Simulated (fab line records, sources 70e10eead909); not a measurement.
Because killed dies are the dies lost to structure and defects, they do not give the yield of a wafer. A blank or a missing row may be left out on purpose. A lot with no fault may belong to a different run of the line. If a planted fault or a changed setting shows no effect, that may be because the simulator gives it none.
Chamber matching -- flow nand-harc -- NHARC_A_STAIRCASE_DESCUM_168 on rie-diel-04 has 4 sister chambers
The step chemistry O2, time 3 s. 8 wafers are shown with their chamber, then 8 later ones without.

WAFERS WITH THEIR CHAMBER
wafer,chamber,oes-product-au (a.u.),rf-vpp-V (V)
L078.6,1,1.002,58.3
L084.1,0,0.991,57.2
L083.1,2,0.996,59.1
L083.6,0,0.992,58.1
L086.3,2,0.996,58.6
L086.4,3,1.010,57.5
L086.6,3,0.993,57.9
L086.1,1,1.008,58.8

WAFERS MISSING THEIR CHAMBER
wafer,oes-product-au (a.u.),rf-vpp-V (V)
L086.2,0.983,56.9
L086.5,0.992,57.5
L096.2,0.995,58.0
L096.5,1.002,57.1
L096.6,0.994,57.0
L095.1,0.998,57.6
L095.2,0.997,56.7
L095.6,0.989,57.8

WHICH CHAMBER EACH ONE RAN IN
wafer,from the rows above,in truth
L086.2,can't be placed: 0 or 3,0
L086.5,can't be placed: 0 or 3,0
L096.2,can't be placed: 0 or 3 or 2 or 1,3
L096.5,can't be placed: 3 or 0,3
L096.6,can't be placed: 0 or 3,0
L095.1,can't be placed: 3 or 0 or 1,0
L095.2,can't be placed: 0 or 3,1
L095.6,can't be placed: 0 or 3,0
Placed correctly: 0 of 8. Unplaceable from these rows: 8, with the true chamber sitting among the candidates in 7. Number placed wrongly: 0.
How it was worked out, from the rows above alone: a wafer's distance from a chamber is the root of the sum, over the readings, of the square of ((its reading less the chamber's mean) divided by the reading's scatter). The wafer belongs to the nearest chamber; if the next one is less than 2 further off, it can't be placed. A chamber's mean is the mean of its shown wafers. How the scatter is found: for the shown wafers, subtract from each reading the mean of its chamber, square and add these, divide the total by (wafers less chambers), then take the root.
